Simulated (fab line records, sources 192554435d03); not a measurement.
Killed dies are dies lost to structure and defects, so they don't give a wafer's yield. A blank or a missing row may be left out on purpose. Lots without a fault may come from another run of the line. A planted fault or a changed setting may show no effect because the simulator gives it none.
A struck lot beside a sound one | flow n5_finfet | 15 steps out of a route of 1938
Sound: wafers L113.2, L113.4, L113.6. Struck: wafers L102.2, L102.4. (L102.5 of the same lot was not struck and is left out.) The cause comes at the end.
At each step with rows: each side's tool, then ch and its chambers, then its first start. Under that, the readings that differ: sound wafers | struck wafers | difference of the means | sigmas: that difference in standard deviations of wafers without a fault.
alike: readings whose means differ by less than 2 such deviations, and words and numbers that are the same on both sides. not compared: withheld readings, readings that some wafer has no value for, bounds like >300 that may hide the same value, and numbers for which the record gives no deviation and whose values overlap.
The two part at a step that has a row with sigmas, a row that says differs or no value, or rows on one side only. Numbers that don't overlap but have no deviation are shown without sigmas and don't part them. A reading that every wafer of one side lacks parts them only if that side has two wafers or more.

N5_BEOL_M9_CMP_52: polishes, stops on SiCOH lowk, t overpolish 7 s, target thk 140 nm.
  sound on cmp-04 ch 0,2, day 15 05:44; struck on cmp-04 ch 1,3, day 12 06:26
  alike: barrier_field_endpoint_s, motor_current_A, overpolish_run_s, time_to_endpoint_s
N5_BEOL_M9_THK_MEAS_53: measures by xrf.
  sound on film_metro-01, day 15 05:59; struck on film_metro-01, day 12 06:44
  alike: M9_THK
then, 2 steps without rows for these wafers: N5_BEOL_M9_PRE_CLEAN_55 (time 15 s); N5_BEOL_M9_DEP_56 (deposits SiCN from 3MS/NH3, target thk 15 nm, time 26.5 s).
N5_BEOL_M9_RS_MEAS_57: measures by four-point-probe.
  sound on film_metro-01, day 15 06:07; struck on film_metro-02, day 12 06:52
  alike: M9_RS
N5_BEOL_M9_INSPECT_58: inspects for defects (darkfield).
  sound on defect_inspect-02, day 15 06:09; struck on defect_inspect-02, day 12 06:54
  alike: raw_defect_count
N5_BEOL_M10_ILD_DEP_00: deposits SiCOH lowk from DEMS/porogen, target thk 308.51 nm, time 58 s.
  sound on pecvd-01 ch 0,1, day 15 06:11; struck on pecvd-01 ch 1,2, day 12 06:56
  alike: heater_power_w, showerhead_plenum_p_Torr, throttle_valve_pct
N5_BEOL_M10_CURE_71: cures SiCOH lowk, time 240 s.
  sound on uv_cure-03 ch 2, day 15 06:20; struck on uv_cure-01 ch 2, day 12 07:05
  alike: lamp_power_pct, wafer_temp_C_max
N5_BEOL_M10_THK_MEAS_01:
  sound on film_metro-01, day 15 06:46; struck on film_metro-01, day 12 07:31
  alike: M10_ILD_THK
N5_BEOL_M10_PECVD_70: deposits SiO2 from TEOS/O2, target thk 20 nm, time 22.7 s.
  sound on pecvd-02 ch 0,2, day 15 06:49; struck on pecvd-04 ch 0,2, day 12 07:34
  alike: heater_power_w, showerhead_plenum_p_Torr, throttle_valve_pct
N5_BEOL_M10_HM_DEP_02: deposits TiN, target thk 20 nm.
  sound on pvd_sputter-03, day 15 08:04; struck on pvd_sputter-01, day 12 08:22
  alike: throttle_valve_pct
then, 1 step without rows for these wafers: N5_BEOL_M10_COAT_59 (time 60 s, resist thk 100 nm).
N5_BEOL_M10_COAT_60: time 60 s, resist thk 30 nm.
  sound on litho_track-05 ch 0, day 15 08:12; struck on litho_track-04 ch 0, day 12 08:29
  reading                  | sound             | struck      | difference | sigmas
  heater_power_total_W (W) | 426.3 427.6 428.2 | 466.3 467.3 | +39.4      | +19
  run_length_s (s)         | 66.06 66.15 66.14 | 57.94 58.10 | -8.10      | -51
then, 1 step without rows for these wafers: N5_BEOL_M10_COAT_05 (resist thk 90 nm).
-- the record jumps here: 3 days lie between the struck wafers' starts before and after (it left off in module BEOL_M10 and takes up again in module PASSIVATION, whose first step shown is number 1936 of the route) --
N5_PASSIVATION_PROBE_49:
  the record has rows for the struck wafers here (prober-02, day 14 23:48) and none for the sound ones

WHERE THEY PART
First at N5_BEOL_M10_COAT_60; last, within this record, at N5_PASSIVATION_PROBE_49.

WHY: what the simulator had put in
Process parameter drift: litho_track-04, from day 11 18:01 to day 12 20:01, at N5_BEOL_M10_COAT_60. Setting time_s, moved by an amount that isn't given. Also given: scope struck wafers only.
